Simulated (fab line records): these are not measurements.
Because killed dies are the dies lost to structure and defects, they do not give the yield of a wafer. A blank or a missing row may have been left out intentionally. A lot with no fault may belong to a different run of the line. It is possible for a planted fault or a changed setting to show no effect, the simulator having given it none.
A single fault, viewed from 2 desks :: flow nand harc :: each desk holds nothing but its own numbers, with what lay behind them at the end

## THE TOOL OWNER'S DESK: litho track-01
The tool's own readings at NHARC_P_M2_PEB_07 (peb time 65 s): means of the sampled wafers that have a number, for each lot that ran on this tool. Marked OUT: a lot whose mean sits more than 4 standard deviations from the usual mean, which makes it out of limits; the brackets give that distance.
Columns: A = chill plate temp C at NHARC_P_M2_PEB_07, usual 23.02 C
lot: L520
first seen here: day 9 05:30
A: 23.09

lot: L523
first seen here: day 10 06:32
A: 22.93

lot: L525
first seen here: day 11 04:20
A: 23.08

lot: L526
first seen here: day 11 17:38
A: 22.96

lot: L528
first seen here: day 12 15:01
A: 23.09

lot: L527
first seen here: day 12 16:00
A: 23.04

lot: L530
first seen here: day 13 10:02
A: 23.05
This desk's verdict: no lot among the 7 shows anything out of limits.

## AT THE METROLOGY DESK
Means of the sampled wafers that have a number, per lot and without regard to the tool the lot ran on: this is what the gauges read. Marked OUT: a lot whose mean sits more than 4 standard deviations from the usual mean, which makes it out of limits; the brackets give that distance.
Columns: A = cd nm at NHARC_P_M2_CD_MEAS_09, usual 170.2 nm; B = overlay x nm at NHARC_P_M2_OVL_MEAS_10, usual 0.0 nm; C = overlay y nm at NHARC_P_M2_OVL_MEAS_10, usual 0.0 nm
lot: L514
first seen here: day 6 14:18
A: 170.1
B: -0.2
C: -0.9

lot: L517
first seen here: day 7 16:45
A: 170.2
B: -0.6
C: -0.5

lot: L519
first seen here: day 8 06:01
A: 170.8
B: -0.1
C: 0.1

lot: L520
first seen here: day 9 05:35
A: 169.8
B: 1.5
C: -0.3

lot: L522
first seen here: day 9 17:14
A: 170.7
B: -0.2
C: 0.7

lot: L523
first seen here: day 10 06:37
A: 169.7
B: 0.1
C: 0.4

lot: L524
first seen here: day 10 21:49
A: 170.6
B: -0.6
C: 0.8

lot: L525
first seen here: day 11 04:25
A: 169.8
B: 0.0
C: -1.0

lot: L526
first seen here: day 11 17:43
A: 170.1
B: -0.1
C: -0.8

lot: L528
first seen here: day 12 15:06
A: 169.9
B: 1.2
C: -0.7

lot: L527
first seen here: day 12 16:05
A: 174.5 (+7.3) OUT
B: -0.7
C: -0.5

lot: L530
first seen here: day 13 10:07
A: 174.2 (+6.8) OUT
B: 0.3
C: 1.7
This desk's verdict: out of limits on L527, L530, starting with L527 at day 12 16:05 (cd nm at NHARC_P_M2_CD_MEAS_09). L514, L517, L519, L520, L522, L523, L524, L525, L526, L528 stayed within limits.

## BROUGHT TOGETHER
On L527, L530, the metrology desk was in a position to raise an alarm at day 12 16:05.
The tool owner's desk saw nothing out of limits.
Tool owner's desk: L527, L530 on record, inside its limits.
NHARC_P_M2_PEB_07 was run on litho track-01 by each of the lots named.

## WHAT HAD BEEN PUT IN BY THE SIMULATOR
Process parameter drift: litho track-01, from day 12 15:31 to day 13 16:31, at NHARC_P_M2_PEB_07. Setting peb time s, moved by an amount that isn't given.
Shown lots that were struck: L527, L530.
Hours from the fault's start to each desk's first reading out of limits: the metrology desk, 1.
